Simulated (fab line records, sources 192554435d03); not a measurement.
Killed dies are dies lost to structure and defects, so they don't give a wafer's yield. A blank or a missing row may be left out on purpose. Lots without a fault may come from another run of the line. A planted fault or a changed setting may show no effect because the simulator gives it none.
Which tool did it? | flow n5_finfet | 11 lots, 33 wafers sampled, at 2 steps of a route of 1938

WHAT THE GAUGES READ, wafer by wafer
N5_BEOL_M4_RC_MEAS_101. Usual: DIBL_N 35.9 mV/V, standard deviation 1.8; DIBL_P 36.2 mV/V, standard deviation 2; IOFF_N 0.16 nA/um, standard deviation 0.031; IOFF_P 0.22 nA/um, standard deviation 0.041; ION_N 676 uA/um, standard deviation 11; ION_P 465 uA/um, standard deviation 8.5; SS_N 71.4 mV/dec, standard deviation 0.64; SS_P 73.2 mV/dec, standard deviation 0.7; VT_N 250 mV, standard deviation 3.5; VT_P -250 mV, standard deviation 3.9.
lot  | measured     | on        | DIBL_N (mV/V)  | DIBL_P (mV/V)  | IOFF_N (nA/um) | IOFF_P (nA/um) | ION_N (uA/um) | ION_P (uA/um) | SS_N (mV/dec)  | SS_P (mV/dec)  | VT_N (mV)   | VT_P (mV)      | flag
L337 | day 8 04:22  | prober-02 | 35.3 34.0 35.9 | 37.7 35.3 37.8 | 0.15 0.13 0.16 | 0.21 0.18 0.22 | 681 657 688   | 472 456 467   | 70.8 70.9 70.8 | 73.5 73.1 73.5 | 250 253 251 | -250 -252 -249 |
L339 | day 8 21:01  | prober-02 | 32.6 29.3 34.5 | 34.6 29.7 34.9 | 0.12 0.08 0.14 | 0.18 0.12 0.18 | 668 652 655   | 462 450 451   | 70.5 70.0 71.0 | 72.7 71.0 71.9 | 254 260 252 | -248 -254 -251 |
L340 | day 9 03:10  | prober-01 | 36.8 36.2 34.8 | 36.1 35.4 34.8 | 0.18 0.15 0.15 | 0.25 0.24 0.23 | 681 673 678   | 471 474 472   | 72.3 71.4 71.2 | 73.8 74.1 73.0 | 249 250 249 | -244 -245 -247 |
L342 | day 9 11:10  | prober-02 | 36.7 38.2 37.1 | 36.8 39.8 37.2 | 0.15 0.19 0.15 | 0.18 0.24 0.20 | 670 684 666   | 456 464 458   | 70.9 71.9 70.8 | 73.6 73.7 73.7 | 252 248 251 | -256 -250 -253 |
L348 | day 11 03:49 | prober-02 | 35.2 35.5 32.4 | 36.3 36.5 32.3 | 0.16 0.17 0.11 | 0.22 0.22 0.17 | 689 673 650   | 471 463 456   | 71.2 71.4 71.5 | 74.0 74.3 72.7 | 249 247 256 | -249 -249 -249 |
L349 | day 11 12:02 | prober-01 | 34.1 33.9 32.4 | 35.4 34.9 33.7 | 0.15 0.13 0.12 | 0.19 0.18 0.16 | 672 663 674   | 461 459 463   | 70.4 71.3 70.7 | 73.0 72.6 72.8 | 250 251 251 | -252 -253 -255 |
L351 | day 11 20:20 | prober-01 | 35.2 34.8 35.6 | 35.3 35.6 35.4 | 0.14 0.13 0.14 | 0.17 0.16 0.17 | 675 676 678   | 460 458 455   | 70.3 71.0 71.6 | 72.5 72.3 72.6 | 250 254 252 | -253 -256 -256 |
L354 | day 12 20:40 | prober-02 | 36.1 42.1 37.3 | 35.7 43.3 37.6 | 0.13 0.29 0.16 | 0.20 0.37 0.25 | 661 712 677   | 461 481 469   | 70.1 71.9 70.5 | 73.6 74.9 74.3 | 252 239 250 | -250 -239 -246 |
L356 | day 13 04:31 | prober-01 | 36.6 37.2 38.2 | 37.1 37.5 39.3 | 0.16 0.16 0.21 | 0.25 0.26 0.30 | 684 673 702   | 476 470 484   | 71.8 71.3 71.5 | 72.6 73.7 73.6 | 248 251 244 | -247 -247 -246 |
L358 | day 13 20:48 | prober-02 | 35.1 37.9 37.0 | 35.2 37.1 36.8 | 0.14 0.18 0.16 | 0.21 0.24 0.24 | 684 691 678   | 470 473 470   | 71.1 71.3 71.6 | 72.6 74.2 73.5 | 247 248 248 | -248 -248 -248 |
L359 | day 14 09:07 | prober-02 | 35.7 35.4 35.6 | 35.5 35.8 36.1 | 0.13 0.13 0.14 | 0.15 0.15 0.15 | 676 678 675   | 456 464 452   | 70.6 70.6 71.2 | 73.4 72.5 73.0 | 250 254 249 | -258 -259 -256 |

N5_BEOL_M15_INSPECT_30: inspects for defects (macro). Usual: raw_defect_count 2.0, standard deviation 1.5.
lot  | measured     | on                | raw_defect_count | flag
L337 | day 12 03:04 | defect_inspect-01 | 1 2 0            |
L339 | day 12 19:46 | defect_inspect-01 | 0 4 2            |
L340 | day 13 00:03 | defect_inspect-02 | 5 3 2            |
L342 | day 13 06:16 | defect_inspect-01 | 1 3 4            |
L348 | day 14 22:23 | defect_inspect-01 | 1 2 3            |
L349 | day 15 15:43 | defect_inspect-01 | 1 2 3            |
L351 | day 15 14:57 | defect_inspect-02 | 2 1 3            |
L354 | day 16 12:55 | defect_inspect-02 | 2 2 0            |
L356 | day 16 15:53 | defect_inspect-01 | 0 1 2            |
L358 | day 17 08:35 | defect_inspect-02 | 0 0 1            |
L359 | day 18 02:42 | defect_inspect-02 | 3 0 0            |

WHICH TOOL RAN EACH LOT (tool, then ch and the chambers of the sampled wafers, then the start)
The record holds no process step before these readings.

WHAT THE TOOLS THEMSELVES READ (means of the sampled wafers that have a number; where no wafer has one, the mark that the record gives instead)
The record holds no such reading with a usual standard deviation.

THE ANSWER, worked out from the rows above alone
Rule: a lot is off if the mean of its wafers that have a number lies more than 3 standard deviations from the usual mean. A lot without any number at a reading at which 4 lots or more have one is off too. The other lots that the step has rows for count as sound. The gauges are gone through in route order, then the tools' own readings, and for those a lot's mean is taken as printed above. The first step at which some lot is off is used, and at that step the reading that is off furthest; a lot without a number counts as furthest.
No lot is off at any reading shown: from this, nothing can be told.

WHAT THE SIMULATOR HAD PUT IN
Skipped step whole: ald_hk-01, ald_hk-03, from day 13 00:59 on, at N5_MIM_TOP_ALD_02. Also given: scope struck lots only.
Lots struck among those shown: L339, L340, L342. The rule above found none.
